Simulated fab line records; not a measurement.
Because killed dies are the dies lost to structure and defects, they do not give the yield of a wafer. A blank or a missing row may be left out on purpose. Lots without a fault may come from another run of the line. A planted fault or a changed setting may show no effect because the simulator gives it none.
fab line records	flow nand-harc
[record] lots = 12	wafers = 34	last-day = 32
route steps=1302 shown A_STAIRCASE@883 A_SGD_CUT@901 END@1302
lots that met no fault: taken from a fault-free run of the same line
start-h: start of the lot's first displayed wafer, in hours after the record's first day	wait-h: how many hours have passed since the lot's step before this one	" same as the row above	L1.1+2: several wafers, shown together as one row	- either no value or no given start	* or withheld: withheld	< > ~ a bound
route shown NAME@n: NAME is a module with steps in the file, n the number in the route of the first one	usual: mean and standard deviation over wafers with no fault	same: alike in all rows	chamber/n: place in a boat	sites: the reading at each site	_std_site: their standard deviation	_edge_site: outer sites' mean less inner sites'	radius-mm: for every site, how far away it sits from the centre of the wafer	mask NAME#n: copy n	behind: tool/chamber where the wafer was last shaped	hold: reason for holding the lot/hours on hold/outcome of the hold	device: the transistor (n, p or np) that didn't switch	end of line: at the end of the route, the tests of the same wafers	a step given without rows: its recipe and nothing more	killed: at the first sort, the dies lost to defects and structure; wafer yield is something else	map: a wafer's dies, x killed, . not, _ none there
set.NAME: the setting the step ran with; set.NAME@STEP: the setting that earlier step ran with	model.NAME: the simulator's own value behind a step, which no gauge read
the route's steps for a sample of lots (tables are steps, rows are wafers)
services: when a tool's chamber went out of use (start-h, in hours from the record's first day, below 0 if earlier), for how many hours, and the reason
[[steps]]
[step NHARC_A_STAIRCASE_ETCHBACK_157]
[recipe] target-depth-a = 900	over-etch-frac = 0.3	time-s = 167.14	ion-energy-ev = 120	ch3f-flow-sccm = 50	o2-flow-sccm = 30	ar-flow-sccm = 200	rf-w = 500	bias-w = 100	chemistry = CH3F/O2
[usual] drypump-motor-current-A = 5.7/0.47	o2-flow-sccm = 30.01/0.087	oes-product-au = 0.96/0.038	rf-fwd-power-W = 497.6/1.6	rf-vpp-V = 244.9/1.8	showerhead-plenum-p-Torr = 2.50/0.12	throttle-valve-pct = 20.663/0.0082
[same] time-s = 167.14
lot.wafer	tool	chamber	start-h	wait-h	drypump-motor-current-A	o2-flow-sccm	oes-product-au	rf-fwd-power-W	rf-hours-counter-h	rf-vpp-V	showerhead-plenum-p-Torr	throttle-valve-pct
L495.1	rie-diel-08	1	432.30	0.1	5.5	29.96	1.01	497.4	19	244.6	2.47	20.668
L495.2	"	3	"	"	5.1	29.93	1.00	500.1	20	244.4	2.51	20.667
L495.6	"	0	"	"	6.0	29.90	0.99	499.3	-	247.7	2.65	20.667
L498.2	rie-diel-10	1	456.34	0.2	5.5	29.89	0.94	497.2	8	246.7	2.61	20.670
L498.4	"	3	"	"	5.7	30.04	0.95	498.2	9	245.2	2.48	20.670
L498.5	"	0	"	"	5.0	30.09	0.94	495.8	-	246.0	2.63	20.681
L499.1	rie-diel-10	1	465.03	0.2	5.5	30.03	1.00	496.3	11	245.6	2.61	20.677
L499.2	"	3	"	"	5.7	29.98	1.00	497.8	12	244.3	2.48	20.656
L499.6	"	1	"	"	5.6	29.95	0.99	496.7	-	245.6	2.61	20.671
L500.4	rie-diel-10	0	485.14	0.2	5.0	30.04	0.92	498.2	17	245.6	2.63	20.670
L500.2	"	2	"	"	5.1	30.05	0.92	499.5	16	247.7	2.63	20.670
L500.5	"	0	"	"	5.0	30.04	0.91	499.3	-	247.7	2.63	20.656
L501.2	rie-diel-08	3	507.95	0.3	5.1	30.04	0.97	498.3	47	245.4	2.50	20.662
L501.1	"	0	"	"	6.0	29.99	1.01	496.3	45	246.8	2.64	20.670
L501.6	"	2	"	"	6.3	30.18	0.99	497.3	-	244.6	2.46	20.662
L502.4	rie-diel-06	3	508.26	0.2	6.2	30.08	0.99	497.7	6	244.0	2.38	20.652
L502.1	"	0	"	"	6.2	29.91	1.00	498.0	7	243.3	2.38	20.653
L502.5	"	2	"	"	6.3	30.13	0.99	501.1	-	246.4	2.63	20.658
L504.4	rie-diel-08	0	527.13	0.2	6.1	30.07	0.95	495.6	-	245.5	2.64	20.652
L504.6	"	1	"	"	5.5	30.13	0.93	500.3	-	243.9	2.46	20.684
L506.3	rie-diel-06	0	558.93	0.2	6.1	30.02	0.95	496.6	34	244.2	2.37	20.668
L506.6	"	0	"	"	6.1	29.85	0.95	500.2	-	244.0	2.37	20.659
L513.4	rie-diel-06	0	617.26	0.2	6.1	30.08	0.93	496.6	53	242.8	2.37	20.662
L513.2	"	3	"	"	6.2	29.94	0.92	494.4	45	242.8	2.36	20.667
L513.6	"	1	"	"	5.6	30.12	0.97	494.7	-	242.8	2.31	20.653
L515.3	rie-diel-06	2	634.76	0.1	6.3	30.03	0.92	497.1	50	244.7	2.62	20.652
L515.2	"	3	"	"	6.2	29.97	0.91	496.2	51	242.5	2.36	20.662
L515.1	"	1	"	"	5.5	30.07	0.93	498.5	55	241.2	2.31	20.668
L516.2	rie-diel-10	3	635.62	0.2	5.8	29.98	0.96	497.5	10	244.9	2.46	20.664
L516.1	"	0	"	"	5.0	30.02	0.99	495.0	12	246.5	2.61	20.670
L516.6	"	2	"	"	5.1	30.04	1.01	495.6	-	246.6	2.61	20.663
L518.3	rie-diel-06	2	644.40	0.2	6.4	29.92	0.92	499.9	56	245.0	2.61	20.658
L518.1	"	0	"	"	6.1	30.10	0.92	495.9	58	241.4	2.36	20.667
L518.5	"	1	"	"	5.6	30.08	0.94	496.4	-	242.4	2.31	20.654
[step NHARC_A_SGD_CUT_CD_MEAS_09]
[recipe] target-cd-nm = 100	landing-energy-ev = 500
[usual] cd-nm = 100.0/0.54
[same] landing-energy-ev = 500
lot.wafer	tool	chamber	start-h	wait-h	cd-nm
L495.1	cd-sem-01	0	434.46	-	99.4
L495.2	"	0	"	"	100.4
L495.6	"	0	"	"	99.8
L498.2	cd-sem-03	0	458.05	-	100.0
L498.4	"	0	"	"	99.4
L498.5	"	0	"	"	100.2
L499.1	cd-sem-01	0	466.69	-	99.7
L499.2	"	0	"	"	99.9
L499.6	"	0	"	"	99.8
L500.2	cd-sem-03	0	486.70	-	99.1
L500.4	"	0	"	"	99.5
L500.5	"	0	"	"	99.2
L501.1	cd-sem-03	0	509.66	-	99.8
L501.2	"	0	"	"	100.5
L501.6	"	0	"	"	100.2
L502.1	cd-sem-01	0	509.96	-	100.2
L502.4	"	0	"	"	101.2
L502.5	"	0	"	"	100.6
L504.4	cd-sem-01	0	528.83	-	100.2
L504.6	"	0	"	"	99.6
L506.3	cd-sem-02	0	560.67	-	100.2
L506.6	"	0	"	"	99.7
L513.2	cd-sem-01	0	618.95	-	99.9
L513.4	"	0	"	"	101.1
L513.6	"	0	"	"	100.8
L515.1	cd-sem-03	0	636.76	-	100.0
L515.2	"	0	"	"	98.8
L515.3	"	0	"	"	99.2
L516.1	cd-sem-02	0	637.29	-	100.9
L516.2	"	0	"	"	100.6
L516.6	"	0	"	"	99.8
L518.1	cd-sem-02	0	646.20	-	99.8
L518.3	"	0	"	"	100.7
L518.5	"	0	"	"	100.2
[step NHARC_A_SGD_CUT_DESCUM_14]
[recipe] time-s = 3	o2-flow-sccm = 200	ar-flow-sccm = 0	bias-power-w = 0	chemistry = O2
[usual] drypump-motor-current-A = 5.9/0.44	o2-flow-sccm = 199.9/0.59	oes-product-au = 1.000/0.013	rf-vpp-V = 57.8/0.75	run-length-s = 23.9/0.33	showerhead-plenum-p-Torr = 1.93/0.069	throttle-valve-pct = 11.312/0.0085
lot.wafer	tool	chamber	start-h	wait-h	drypump-motor-current-A	o2-flow-sccm	oes-product-au	rf-hours-counter-h	rf-vpp-V	run-length-s	showerhead-plenum-p-Torr	throttle-valve-pct
L495.2	rie-diel-03	2	434.65	0.1	6.2	200.4	0.982	7	58.5	24.0	1.99	11.316
L495.1	"	1	"	"	6.3	200.6	0.992	6	58.8	24.1	1.89	11.306
L495.6	"	2	"	"	6.2	200.4	0.974	-	58.8	23.4	1.99	11.304
L498.2	rie-diel-07	0	458.24	0.1	6.6	200.2	1.016	11	57.6	23.8	1.82	11.305
L498.4	"	1	"	"	5.3	199.9	0.976	12	57.5	24.0	1.84	11.315
L498.5	"	0	"	"	6.6	199.7	1.018	-	57.6	24.1	1.82	11.323
L499.2	rie-diel-11	1	466.88	0.1	6.5	200.2	1.018	3	58.3	23.9	2.01	11.315
L499.1	"	3	"	"	6.2	200.8	1.003	2	56.8	24.4	2.01	11.306
L499.6	"	2	"	"	6.0	199.8	1.010	-	56.5	23.8	1.94	11.313
L500.4	rie-diel-11	2	486.88	0.1	5.9	200.0	1.006	5	59.0	23.5	1.94	11.312
L500.2	"	3	"	"	6.2	199.9	1.005	4	57.7	24.1	2.01	11.314
L500.5	"	2	"	"	6.0	199.2	1.012	-	58.3	23.9	1.94	11.326
L501.2	rie-diel-03	1	509.85	0.1	6.3	198.8	1.006	2	58.4	24.2	1.89	11.321
L501.1	"	2	"	"	6.2	200.1	0.997	2	57.6	23.4	1.99	11.310
L501.6	"	1	"	"	6.3	199.7	1.008	-	57.4	24.5	1.89	11.315
L502.4	rie-diel-11	3	510.15	0.1	6.2	200.4	0.994	5	58.5	24.5	2.01	11.318
L502.1	"	0	"	"	5.8	199.9	0.978	4	56.6	23.7	1.87	11.310
L502.5	"	2	"	"	5.9	200.3	1.021	-	57.9	23.6	1.94	11.324
L504.4	rie-diel-11	0	529.03	0.1	5.8	200.4	0.988	6	56.2	25.2	1.87	11.312
L504.6	"	2	"	"	6.0	200.7	1.017	-	57.6	25.2	1.94	11.315
L506.3	rie-diel-11	0	560.85	0.1	5.8	200.1	0.981	8	58.6	23.9	1.87	11.316
L506.6	"	0	"	"	5.8	199.6	0.980	-	56.3	25.3	1.87	11.315
L513.4	rie-diel-11	3	619.14	0.1	6.2	198.9	1.010	0	57.8	24.2	2.00	11.325
L513.2	"	1	"	"	6.5	200.2	1.001	0	59.0	23.5	2.01	11.318
L513.6	"	3	"	"	6.2	199.4	1.011	-	57.3	24.6	2.00	11.319
L515.2	rie-diel-11	2	636.95	0.1	6.0	199.4	0.993	1	57.6	23.4	1.94	11.318
L515.3	"	3	"	"	6.2	199.6	1.032	1	58.6	24.3	2.00	11.310
L515.1	"	1	"	"	6.5	199.3	1.022	1	58.3	23.9	2.01	11.320
L516.2	rie-diel-07	0	637.48	0.1	6.6	199.5	0.997	10	57.9	24.0	1.81	11.330
L516.1	"	1	"	"	5.3	200.2	1.005	12	59.2	23.9	1.84	11.304
L516.6	"	3	"	"	6.2	200.4	1.000	-	57.6	23.9	1.92	11.306
L518.3	rie-diel-11	2	646.40	0.1	5.9	200.5	0.976	2	58.6	23.6	1.94	11.327
L518.1	"	3	"	"	6.2	200.2	1.022	2	58.1	24.9	2.00	11.310
L518.5	"	1	"	"	6.5	198.5	1.012	-	58.1	23.8	2.01	11.306
[step NHARC_A_SGD_CUT_THK_MEAS_22]
[recipe] thk-meas-gauge = ellipsometry
[usual] thk-nm = 147.9/1.6
lot.wafer	tool	chamber	start-h	wait-h	thk-nm
L495.1	film-metro-02	-	440.64	0.2	148.3
L495.2	"	-	"	"	149.9
L495.6	"	-	"	"	149.5
L498.2	film-metro-01	-	464.93	0.2	147.0
L498.4	"	-	"	"	148.0
L498.5	"	-	"	"	149.2
L499.1	film-metro-02	-	472.92	0.2	147.3
L499.2	"	-	"	"	148.9
L499.6	"	-	"	"	148.6
L500.2	film-metro-02	-	496.13	0.2	147.4
L500.4	"	-	"	"	149.7
L500.5	"	-	"	"	149.3
L501.1	film-metro-02	-	515.99	0.2	150.2
L501.2	"	-	"	"	146.7
L501.6	"	-	"	"	147.7
L502.1	film-metro-01	-	515.99	0.2	149.0
L502.4	"	-	"	"	145.6
L502.5	"	-	"	"	148.0
L504.4	film-metro-01	-	535.21	0.2	145.1
L504.6	"	-	"	"	146.7
L506.3	film-metro-01	-	567.02	0.2	149.8
L506.6	"	-	"	"	147.8
L513.2	film-metro-01	-	625.26	0.2	146.4
L513.4	"	-	"	"	147.6
L513.6	"	-	"	"	148.7
L516.1	film-metro-02	-	643.54	0.2	149.6
L516.2	"	-	"	"	147.5
L516.6	"	-	"	"	148.2
L515.1	film-metro-01	-	643.54	0.2	146.8
L515.2	"	-	"	"	148.1
L515.3	"	-	"	"	149.5
L518.1	film-metro-02	-	652.79	0.2	143.5
L518.3	"	-	"	"	147.5
L518.5	"	-	"	"	145.4
[step NHARC_END_SORT_01]
[recipe] temp-c = 25
[usual] killed-at-array = 56/19	killed-at-other = 0.6/1	killed-at-periphery = 3.9/2.7	killed-dies = 61/19	killed-open = 3.3/1.9	killed-short = 2.4/1.7
[same] gross-dies = 677
lot.wafer	tool	chamber	start-h	wait-h	killed-at-array	killed-at-other	killed-at-periphery	killed-dies	killed-open	killed-short
L506.3	prober-01	0	684.80	3.1	36	0	4	40	6	3
L506.6	prober-01	0	687.18	4.0	41	0	3	44	5	2
// killed by level:class
L506.3 A_SLIT:chamber-film-flake=18 A_CHANNEL_HOLE_D1:chamber-film-flake=8 P_GATE:chamber-film-flake=3 A_CHANNEL_FILL_D1:geometric-particle:open=2 A_CONTACT:geometric-particle:open=2 A_SOURCE_PLATE:geometric-particle:short=1 A_DECK1_JOINT:geometric-particle:open=1 A_ONON_D2:geometric-particle:short=1
L506.6 A_SLIT:chamber-film-flake=26 A_CHANNEL_HOLE_D1:chamber-film-flake=5 A_M0:geometric-particle:open=3 A_STAIRCASE:chamber-film-flake=2 A_SOURCE_PLATE:geometric-particle:short=1 A_ONON_D2:geometric-particle:short=1 A_CHANNEL_HOLE_D2:geometric-particle:open=1 A_SGD_CUT:geometric-particle:open=1
[[services]]
tool	chamber	start-h	hours	kind
rie-diel-11	1	413.76	10.6	repair
rie-diel-10	-	420.00	9.0	pm
rie-diel-11	-	432.50	9.0	pm
rie-diel-03	-	458.40	9.0	pm
rie-diel-10	1	466.77	17.7	repair
rie-diel-03	1	468.58	11.4	repair
rie-diel-07	-	471.20	9.0	pm
rie-diel-06	2	474.45	7.3	repair
rie-diel-06	-	484.37	9.0	pm
rie-diel-10	-	491.56	33.9	repair
rie-diel-11	0	494.07	9.5	repair
rie-diel-11	3	499.49	6.8	repair
rie-diel-03	2	500.16	7.8	repair
rie-diel-07	0	500.99	6.0	repair
rie-diel-07	-	511.14	0.8	repair
rie-diel-03	1	512.51	11.7	repair
rie-diel-11	-	525.59	0.2	repair
rie-diel-08	-	541.65	3.1	repair
rie-diel-08	-	544.84	9.0	pm
rie-diel-06	3	558.29	5.9	repair
rie-diel-11	2	579.94	2.5	repair
rie-diel-10	-	597.01	9.0	pm
rie-diel-08	1	607.41	5.6	repair
rie-diel-11	-	609.50	9.0	pm
[[key]]
[first-sign] step = NHARC_A_SGD_CUT_DESCUM_14	reading = run-length-s	direction = up	sigmas = 4.1	usual = *	struck = *
effect none on later readings
met-at NHARC_A_SGD_CUT_DESCUM_14
struck-lots L504,L506
struck-wafers L504.4,L504.6,L506.6
tester-left-out L504,L506
not-acting-at NHARC_A_STAIRCASE_ETCHBACK_157,NHARC_A_SGD_CUT_CD_MEAS_09,NHARC_A_SGD_CUT_THK_MEAS_22
onset-between 510.15 529.03
[fault] kind = process-parameter-drift	tool = rie-diel-11	chamber = -	onset-h = 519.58	steps = NHARC_A_SGD_CUT_DESCUM_14	channel = time-s	offset = *	shape = step	end-h = 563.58	scope = struck-wafers-only	acts-in = *	stated = *
// tester-left-out: of these lots the tester's yield and bins aren't shown, on N5 and GAA mostly nor the transistor test; their killed dies are dies lost to structure and defects alone, not to doping, threshold or leakage, so they don't give the yield
